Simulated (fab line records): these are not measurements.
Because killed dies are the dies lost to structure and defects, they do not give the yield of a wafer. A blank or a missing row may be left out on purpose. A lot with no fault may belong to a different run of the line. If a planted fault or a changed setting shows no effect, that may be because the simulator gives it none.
Matching of chambers | flow n5-finfet | N5_BEOL_M13_DESCUM_15 on rie-diel-06 has 4 sister chambers
The step chemistry O2, time 7.9 s. 8 wafers are shown with their chamber, then 11 later ones without.

WAFERS WITH THEIR CHAMBER
wafer  | chamber | showerhead-plenum-p-Torr (Torr) | throttle-valve-pct (%)
L080.4 | 0       | 1.99                            | 20.62
L081.4 | 0       | 1.99                            | 20.61
L085.5 | 2       | 2.04                            | 20.00
L085.6 | 1       | 2.07                            | 20.52
L083.1 | 3       | 2.18                            | 20.37
L083.3 | 1       | 2.07                            | 20.53
L083.5 | 3       | 2.18                            | 20.35
L087.3 | 2       | 2.03                            | 20.03

WAFERS WHOSE CHAMBER IS MISSING
wafer  | showerhead-plenum-p-Torr (Torr) | throttle-valve-pct (%)
L087.4 | 2.04                            | 20.04
L087.5 | 2.18                            | 20.38
L093.2 | 2.06                            | 20.19
L093.4 | 2.18                            | 20.40
L093.6 | 1.98                            | 20.66
L091.3 | 1.98                            | 20.66
L091.5 | 2.18                            | 20.38
L091.6 | 2.03                            | 20.04
L096.1 | 1.98                            | 20.68
L096.4 | 2.03                            | 20.06
L096.5 | 2.06                            | 20.18

THE CHAMBER EACH PASSED THROUGH
wafer  | from the rows above | in truth
L087.4 | 2                   | 2
L087.5 | 3                   | 3
L093.2 | 2                   | 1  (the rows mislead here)
L093.4 | 3                   | 3
L093.6 | 0                   | 0
L091.3 | 0                   | 0
L091.5 | 3                   | 3
L091.6 | 2                   | 2
L096.1 | 0                   | 0
L096.4 | 2                   | 2
L096.5 | 2                   | 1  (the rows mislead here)
Placed correctly: 9 of 11. From these rows, 0 cannot be placed. Wrongly placed: 2.
How it was worked out, from the rows above alone: a wafer's distance from a chamber is the root of the sum, over the readings, of the square of ((its reading less the chamber's mean) divided by the reading's scatter). If the next closest chamber is less than 2 further off than the closest, the wafer can't be placed; otherwise it belongs to the closest. Each chamber's mean is taken over the wafers shown for it. How the scatter is found: for the shown wafers, subtract from each reading the mean of its chamber, square and add these, divide the total by (wafers less chambers), then take the root.
